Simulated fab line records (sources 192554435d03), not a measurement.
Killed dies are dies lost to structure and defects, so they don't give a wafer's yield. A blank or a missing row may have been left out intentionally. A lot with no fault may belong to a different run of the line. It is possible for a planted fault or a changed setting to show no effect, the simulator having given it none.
Chamber matching + flow n5Finfet + N5_BEOL_M5_ETCH_67 on rieDiel-05: 4 sister chambers
The step etches SiARC in CF4, target depth 15.6 nm, time 26 s. 8 wafers are shown with their chamber, then 8 later ones without.

WAFERS WITH THEIR CHAMBER
| wafer  | chamber | showerheadPlenumPTorr (Torr) | oesProductAu (a.u.) |
|--------|---------|------------------------------|---------------------|
| L078.3 | 1       | 2.06                         | 0.62                |
| L082.2 | 3       | 2.26                         | 0.77                |
| L082.3 | 0       | 2.04                         | 0.60                |
| L082.4 | 2       | 2.21                         | 0.59                |
| L088.2 | 2       | 2.20                         | 0.58                |
| L088.3 | 0       | 2.03                         | 0.59                |
| L088.5 | 1       | 2.05                         | 0.60                |
| L085.2 | 3       | 2.25                         | 0.74                |

WAFERS WITH NO CHAMBER GIVEN
| wafer  | showerheadPlenumPTorr (Torr) | oesProductAu (a.u.) |
|--------|------------------------------|---------------------|
| L085.4 | 2.03                         | 0.58                |
| L085.6 | 2.05                         | 0.60                |
| L092.2 | 2.05                         | 0.61                |
| L092.4 | 2.03                         | 0.58                |
| L092.6 | 2.05                         | 0.61                |
| L097.1 | 2.03                         | 0.58                |
| L097.3 | 2.20                         | 0.57                |
| L097.6 | 2.25                         | 0.73                |

CHAMBER TAKEN BY EACH
| wafer  | from the rows above     | in truth |
|--------|-------------------------|----------|
| L085.4 | 0                       | 0        |
| L085.6 | can't be placed: 1 or 0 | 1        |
| L092.2 | can't be placed: 1 or 0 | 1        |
| L092.4 | 0                       | 0        |
| L092.6 | can't be placed: 1 or 0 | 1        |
| L097.1 | 0                       | 0        |
| L097.3 | 2                       | 2        |
| L097.6 | 3                       | 3        |
Placed correctly: 5 of 8. Unplaceable from these rows: 3, with the true chamber sitting among the candidates in 3. 0 placed wrongly.
How it was worked out, from the rows above alone: a wafer's distance from a chamber is the root of the sum, over the readings, of the square of ((its reading less the chamber's mean) divided by the reading's scatter). The wafer belongs to the nearest chamber; if the next one is less than 2 further off, it can't be placed. For every chamber, the mean is computed from those of its wafers that are shown. The scatter is the square root of a quotient: the sum, over the shown wafers, of each reading's squared deviation from its chamber's mean, divided by wafers minus chambers.
